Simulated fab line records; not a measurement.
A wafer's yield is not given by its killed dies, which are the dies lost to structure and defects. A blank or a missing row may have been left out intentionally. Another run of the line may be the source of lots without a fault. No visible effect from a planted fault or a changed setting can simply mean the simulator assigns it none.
Split-lot study | flow n5_finfet | 21 wafers read from 7 lots, route of 1938 steps

## ON THE SPLIT
At N5_HKMG_FIN_PEB_10 (peb time 60 s), the setting peb_time_s was moved away from the recipe's 60 s on 10 of the 21 wafers read, by -18.8% to +19.8%. For the rest of the wafers, this setting stayed at what the recipe calls for.

## FROM THE SPLIT TO THE READING: what the file shows between them, 1 step
- N5_HKMG_FIN_DEVELOP_11: develop time 30 s

## THE READING
At N5_HKMG_FIN_CD_MEAS_12: cd_nm in nanometres, against a target cd of 92.8 nm. A value of 93.2 nm with a standard deviation of 0.71 nm is what fault-free wafers of this fab line usually give.

wafer  | tool, chamber at the split | peb_time_s as run, s | against the recipe | cd_nm, nm | against lot-mates on the recipe
L076.1 | litho_track-05, 0          | 60                   | recipe             | 93.8      | -
L076.4 | litho_track-05, 0          | 65.22                | +8.7%              | 94.7      | +1.3
L076.5 | litho_track-05, 0          | 60                   | recipe             | 93.0      | -
L077.1 | litho_track-01, 0          | 71.91                | +19.8%             | 99.4      | +6.3
L077.2 | litho_track-01, 0          | 60                   | recipe             | 93.1      | -
L077.4 | litho_track-01, 0          | 71.91                | +19.8%             | 99.5      | +6.4
L079.3 | litho_track-03, 0          | 60                   | recipe             | 93.1      | -
L079.4 | litho_track-03, 0          | 48.75                | -18.8%             | 86.2      | -6.3
L079.5 | litho_track-03, 0          | 60                   | recipe             | 91.9      | -
L089.2 | litho_track-03, 0          | 55.03                | -8.3%              | 89.6      | -2.9
L089.3 | litho_track-03, 0          | 55.03                | -8.3%              | 89.3      | -3.2
L089.6 | litho_track-03, 0          | 60                   | recipe             | 92.5      | -
L090.1 | litho_track-05, 0          | 55.96                | -6.7%              | 92.2      | -2.1
L090.4 | litho_track-05, 0          | 60                   | recipe             | 94.3      | -
L090.5 | litho_track-05, 0          | 55.96                | -6.7%              | 91.4      | -2.9
L091.3 | litho_track-05, 0          | 60                   | recipe             | 94.0      | -
L091.5 | litho_track-05, 0          | 60                   | recipe             | 93.9      | -
L091.6 | litho_track-05, 0          | 60                   | recipe             | 93.8      | -
L093.1 | litho_track-05, 0          | 63.86                | +6.4%              | 95.7      | +0.8
L093.2 | litho_track-05, 0          | 60                   | recipe             | 94.9      | -
L093.3 | litho_track-05, 0          | 63.86                | +6.4%              | 95.9      | +1.0

THE FIT
A straight line over all 21 wafers: cd_nm changes by +0.332 nm for each +1% of peb_time_s; r = +0.96; the points scatter about the line by 0.89 nm.
The same after taking each lot's own level away (the mean of its wafers on the recipe; 21 wafers): +0.315 nm for each +1%; r = +0.98; scatter 0.54 nm.
The reading moves by 6.3 nm for the largest change in peb_time_s, on that fit.
The lots' own levels span 92.50 to 94.90 nm, that is 3.4 times the standard deviation above.
Hence the lot-to-lot level has little effect on the slope; both slopes agree.
Check: for one of the wafers moved furthest among these (+19.8%), held out of the fit, the line's prediction against its lot-mates is +5.86 nm. It came out at +6.3 nm against them.

## ADDITIONAL SPLITS CARRIED BY THESE WAFERS
These wafers also went through other splits before the reading. Each is held against what the fit with the lots' levels taken away leaves over:
other split on the same wafers   | wafers away from the commonest value | r with cd_nm (lot level and that fit taken away)
N5_SD_EPI_P_EXPOSE_06 dose_mj    | 8                                    | +0.13
N5_HKMG_FIN_HK_ALD_01 ald_cycles | 9                                    | +0.00
N5_HKMG_FIN_PEB_47 peb_time_s    | 4                                    | -0.12

## FILE'S OWN FIT
cd_nm changes by +0.309 nm for each +1% of peb_time_s, r = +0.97.
